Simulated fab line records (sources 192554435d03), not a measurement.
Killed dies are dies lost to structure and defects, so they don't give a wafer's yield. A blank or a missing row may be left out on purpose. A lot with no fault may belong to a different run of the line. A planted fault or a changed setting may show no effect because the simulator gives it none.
Matching of chambers | flow n5 finfet | N5_BEOL_M8_CURE_75 on uv cure-03: 3 sister chambers
The step cures SiCOH lowk, time 120 s. 33 wafers are shown with their chamber, then 12 later ones without.

## WAFERS, EACH WITH ITS CHAMBER
wafer  | chamber | wafer_temp_C_max | lamp power pct (%)
L074.1 | 1       | 371.5            | 52.27
L074.2 | 1       | 371.7            | 52.17
L074.3 | 1       | 371.5            | 52.33
L075.1 | 2       | 371.6            | 52.28
L075.2 | 2       | 371.9            | 52.37
L075.4 | 2       | 371.8            | 52.31
L075.3 | 2       | 372.1            | 52.35
L075.5 | 2       | 371.4            | 52.35
L075.6 | 2       | 371.4            | 52.26
L079.1 | 1       | 371.0            | 52.35
L079.2 | 1       | 371.2            | 52.29
L079.3 | 1       | 371.3            | 52.43
L083.1 | 1       | 371.5            | 52.26
L083.3 | 1       | 371.9            | 52.38
L083.5 | 1       | 372.4            | 52.22
L084.1 | 2       | 371.5            | 52.32
L084.3 | 2       | 371.1            | 52.41
L084.6 | 2       | 371.8            | 52.23
L086.2 | 0       | 372.0            | 52.40
L086.5 | 0       | 372.2            | 52.40
L086.6 | 0       | 372.0            | 52.34
L088.1 | 0       | 372.4            | 52.26
L088.3 | 0       | 371.8            | 52.28
L088.4 | 0       | 371.5            | 52.29
L089.1 | 2       | 372.0            | 52.34
L089.3 | 2       | 371.4            | 52.28
L089.6 | 2       | 372.0            | 52.37
L091.1 | 2       | 371.5            | 52.31
L091.5 | 2       | 371.8            | 52.36
L091.6 | 2       | 371.3            | 52.34
L093.1 | 2       | 372.0            | 52.35
L093.2 | 2       | 371.5            | 52.32
L093.4 | 2       | 371.5            | 52.40

SIGNATURES (means of the wafers above)
reading          | chamber 0 | chamber 1 | chamber 2 | scatter within a chamber
wafer_temp_C_max | 371.983   | 371.556   | 371.644   | 0.329
lamp power pct   | 52.3283   | 52.3000   | 52.3306   | 0.0603
Rule: for a wafer and a chamber, the distance is found by dividing, reading by reading, the gap between the wafer's reading and the chamber's mean by the reading's scatter, squaring, summing and taking the root. The wafer belongs to the nearest chamber; if the next one is less than 2 further off, it can't be placed. The scatter: the root of (the sum of the squares of (reading less its chamber's mean) over the shown wafers, divided by (wafers less chambers)).

## WAFERS WITHOUT THEIR CHAMBER
wafer  | wafer_temp_C_max | lamp power pct (%)
L094.2 | 371.4            | 52.35
L094.4 | 372.0            | 52.33
L094.6 | 371.8            | 52.37
L097.3 | 371.8            | 52.25
L097.4 | 371.6            | 52.23
L097.5 | 371.4            | 52.32
L095.1 | 371.3            | 52.28
L095.2 | 371.2            | 52.34
L095.3 | 371.6            | 52.31
L095.4 | 371.5            | 52.42
L095.5 | 372.0            | 52.22
L095.6 | 371.5            | 52.29

## CHAMBER TAKEN BY EACH
wafer  | from the rows above          | in truth
L094.2 | can't be placed: 2 or 1 or 0 | 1
L094.4 | can't be placed: 0 or 2 or 1 | 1
L094.6 | can't be placed: 2 or 0 or 1 | 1
L097.3 | can't be placed: 1 or 0 or 2 | 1
L097.4 | can't be placed: 1 or 2 or 0 | 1
L097.5 | can't be placed: 1 or 2 or 0 | 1
L095.1 | can't be placed: 1 or 2 or 0 | 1
L095.2 | can't be placed: 1 or 2 or 0 | 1
L095.3 | can't be placed: 1 or 2 or 0 | 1
L095.4 | can't be placed: 2 or 1 or 0 | 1
L095.5 | can't be placed: 0 or 1 or 2 | 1
L095.6 | can't be placed: 1 or 2 or 0 | 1
Placed correctly: 0 of 12. Unplaceable from these rows: 12, with the true chamber sitting among the candidates in 12. Number placed wrongly: 0.
